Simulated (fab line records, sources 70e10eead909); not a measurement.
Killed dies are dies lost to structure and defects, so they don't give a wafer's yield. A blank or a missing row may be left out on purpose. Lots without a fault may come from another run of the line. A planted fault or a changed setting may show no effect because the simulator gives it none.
Which tool did it? | flow nand_harc | 14 lots, 42 wafers sampled, at 4 steps of a route of 1302

WHAT THE GAUGES READ, wafer by wafer
NHARC_END_SORT_01. Usual: defect_limited_yield 89.8 %, standard deviation 2.4; killed_at_array 64, standard deviation 16; killed_at_other 1.0, standard deviation 1.1; killed_at_periphery 3.5, standard deviation 2.3; killed_dies 69, standard deviation 17; killed_open 3.2, standard deviation 1.6; killed_short 2.4, standard deviation 1.6.
lot  | measured     | on        | defect_limited_yield (%) | killed_at_array | killed_at_other | killed_at_periphery | killed_dies | killed_open | killed_short | flag
L366 | day 29 02:22 | prober-01 | 92.5 91.7 92.5           | 47 53 49        | 1 1 2           | 3 2 0               | 51 56 51    | 6 3 4       | 1 4 3        |
L371 | day 31 05:11 | prober-02 | 79.2 80.5 84.2           | 60 71 59        | 0 1 0           | 81 60 48            | 141 132 107 | 4 3 1       | 3 3 3        | OFF
L372 | day 30 15:19 | prober-01 | 80.1 71.3 77.3           | 91 98 97        | 1 0 1           | 43 96 56            | 135 194 154 | 6 2 2       | 2 0 0        | OFF

WHICH TOOL RAN EACH LOT (tool, then ch and the chambers of the sampled wafers, then the start)
lot  | NHARC_P_M0_PVD_20            | NHARC_A_M1_PRE_CLEAN_30                 | NHARC_THIN_TSV_ETCH_36
L356 | pvd_sputter-03, day 6 14:10  | pvd_sputter-01, day 24 15:50 or earlier | rie_metal-02 ch 0,1, day 24 15:50
L359 | pvd_sputter-03, day 7 21:47  | pvd_sputter-03, day 25 05:07 or earlier | rie_metal-03 ch 0,1, day 25 05:07
L360 | pvd_sputter-02, day 8 05:23  | pvd_sputter-03, day 25 14:01 or earlier | rie_metal-03 ch 0, day 25 14:01
L361 | pvd_sputter-03, day 8 17:20  | pvd_sputter-02, day 26 12:33 or earlier | rie_metal-01 ch 0,1, day 26 12:33
L362 | pvd_sputter-02, day 9 07:11  | pvd_sputter-01, day 27 05:09 or earlier | rie_metal-01 ch 0,1, day 27 05:09
L363 | pvd_sputter-02, day 9 07:50  | pvd_sputter-03, day 28 08:55 or earlier | rie_metal-02 ch 0,1, day 28 08:55
L364 | pvd_sputter-01, day 10 02:38 | pvd_sputter-03, day 27 18:51 or earlier | rie_metal-02 ch 0,1, day 27 18:51
L365 | pvd_sputter-03, day 10 08:39 | pvd_sputter-03, day 28 07:32 or earlier | rie_metal-01 ch 0,1, day 28 07:32
L366 | pvd_sputter-02, day 10 17:34 | pvd_sputter-01, day 28 16:00 or earlier | rie_metal-03 ch 0,1, day 28 16:00
L367 | pvd_sputter-03, day 11 13:07 | pvd_sputter-03, day 29 17:24 or earlier | rie_metal-02 ch 0,1, day 29 17:24
L368 | pvd_sputter-01, day 11 16:55 | pvd_sputter-01, day 29 18:39 or earlier | rie_metal-01 ch 0,1, day 29 18:39
L369 | pvd_sputter-03, day 12 02:59 | pvd_sputter-01, day 29 21:51 or earlier | rie_metal-03 ch 0,1, day 29 21:51
L371 | pvd_sputter-01, day 13 00:49 | pvd_sputter-01, day 30 19:50 or earlier | rie_metal-01 ch 0,1, day 30 19:50
L372 | pvd_sputter-01, day 13 02:03 | pvd_sputter-03, day 30 06:50 or earlier | rie_metal-02 ch 0,1, day 30 06:50
- NHARC_P_M0_PVD_20: deposits TaN, target thk 5 nm, time 8.06 s.
- NHARC_A_M1_PRE_CLEAN_30: time 30 s.
- NHARC_THIN_TSV_ETCH_36: etches the open film in Cl2/BCl3, target depth 65 nm, time 18.571 s.

WHAT THE TOOLS THEMSELVES READ (means of the sampled wafers that have a number; where no wafer has one, the mark that the record gives instead)
NHARC_P_M0_PVD_20. Usual: cathode_dc_power_W 15000 W, standard deviation 2.9; throttle_valve_pct 29.9 %, standard deviation 0.96.
lot  | tool           | cathode_dc_power_W (W) | throttle_valve_pct (%) | flag
L356 | pvd_sputter-03 | 14997                  | 30.4                   |
L359 | pvd_sputter-03 | 15001                  | 30.3                   |
L360 | pvd_sputter-02 | 14999                  | 29.7                   |
L361 | pvd_sputter-03 | 14998                  | 30.2                   |
L362 | pvd_sputter-02 | 15001                  | 30.1                   |
L363 | pvd_sputter-02 | 15000                  | 30.4                   |
L364 | pvd_sputter-01 | 15000                  | 29.9                   |
L365 | pvd_sputter-03 | 14999                  | 30.2                   |
L366 | pvd_sputter-02 | 15002                  | 30.7                   |
L367 | pvd_sputter-03 | 15000                  | 30.4                   |
L368 | pvd_sputter-01 | 15003                  | 30.0                   |
L369 | pvd_sputter-03 | 15001                  | 30.1                   |
L371 | pvd_sputter-01 | 14998                  | 29.7                   |
L372 | pvd_sputter-01 | 14999                  | 29.9                   |

NHARC_A_M1_PRE_CLEAN_30. Usual: heater_power_w 442 W, standard deviation 45.
lot  | tool           | heater_power_w (W) | flag
L356 | pvd_sputter-01 | 480                |
L359 | pvd_sputter-03 | 409                |
L360 | pvd_sputter-03 | 402                |
L361 | pvd_sputter-02 | 445                |
L362 | pvd_sputter-01 | 501                |
L363 | pvd_sputter-03 | 400                |
L364 | pvd_sputter-03 | 385                |
L365 | pvd_sputter-03 | 403                |
L366 | pvd_sputter-01 | 479                |
L367 | pvd_sputter-03 | 395                |
L368 | pvd_sputter-01 | 471                |
L369 | pvd_sputter-01 | 496                |
L371 | pvd_sputter-01 | 437                |
L372 | pvd_sputter-03 | 409                |

NHARC_THIN_TSV_ETCH_36. Usual: drypump_motor_current_A 5.7 A, standard deviation 0.41; oes_product_au 0.996 a.u., standard deviation 0.0097.
lot  | tool         | drypump_motor_current_A (A) | oes_product_au (a.u.) | flag
L356 | rie_metal-02 | 5.2                         | 1.011                 |
L359 | rie_metal-03 | 6.2                         | 0.991                 |
L360 | rie_metal-03 | 6.4                         | 0.985                 |
L361 | rie_metal-01 | 5.7                         | 0.994                 |
L362 | rie_metal-01 | 5.8                         | 0.997                 |
L363 | rie_metal-02 | 5.3                         | 0.999                 |
L364 | rie_metal-02 | 5.3                         | 1.001                 |
L365 | rie_metal-01 | 5.9                         | 0.998                 |
L366 | rie_metal-03 | 6.2                         | 0.988                 |
L367 | rie_metal-02 | 5.3                         | 1.004                 |
L368 | rie_metal-01 | 5.7                         | 0.989                 |
L369 | rie_metal-03 | 5.9                         | 0.992                 |
L371 | rie_metal-01 | 5.7                         | 1.002                 |
L372 | rie_metal-02 | 5.3                         | 1.004                 |

THE ANSWER, worked out from the rows above alone
Rule: a lot is off if the mean of its wafers that have a number lies more than 3 standard deviations from the usual mean. A lot without any number at a reading at which 4 lots or more have one is off too. The other lots that the step has rows for count as sound. The gauges are gone through in route order, then the tools' own readings, and for those a lot's mean is taken as printed above. The first step at which some lot is off is used, and at that step the reading that is off furthest; a lot without a number counts as furthest.
Off: L371, L372, at NHARC_END_SORT_01 (killed_at_periphery). Neither off nor sound, because the step has no rows for them: L356, L359, L360, L361, L362, L363, L364, L365, L367, L368, L369.
A tool fits if, at a process step before that reading, it ran every lot that is off, and no sound lot after the first of them. The gauges at NHARC_END_SORT_01 are tried like those tools. NHARC_A_M1_PRE_CLEAN_30 gives no start for some lots, so the hours and the order of its lots are those of NHARC_THIN_TSV_ETCH_36. One fits: pvd_sputter-01 at NHARC_P_M0_PVD_20. It ran no sound lot before its first lot that is off in this sample, so the start can't be narrowed down.

WHAT THE SIMULATOR HAD PUT IN
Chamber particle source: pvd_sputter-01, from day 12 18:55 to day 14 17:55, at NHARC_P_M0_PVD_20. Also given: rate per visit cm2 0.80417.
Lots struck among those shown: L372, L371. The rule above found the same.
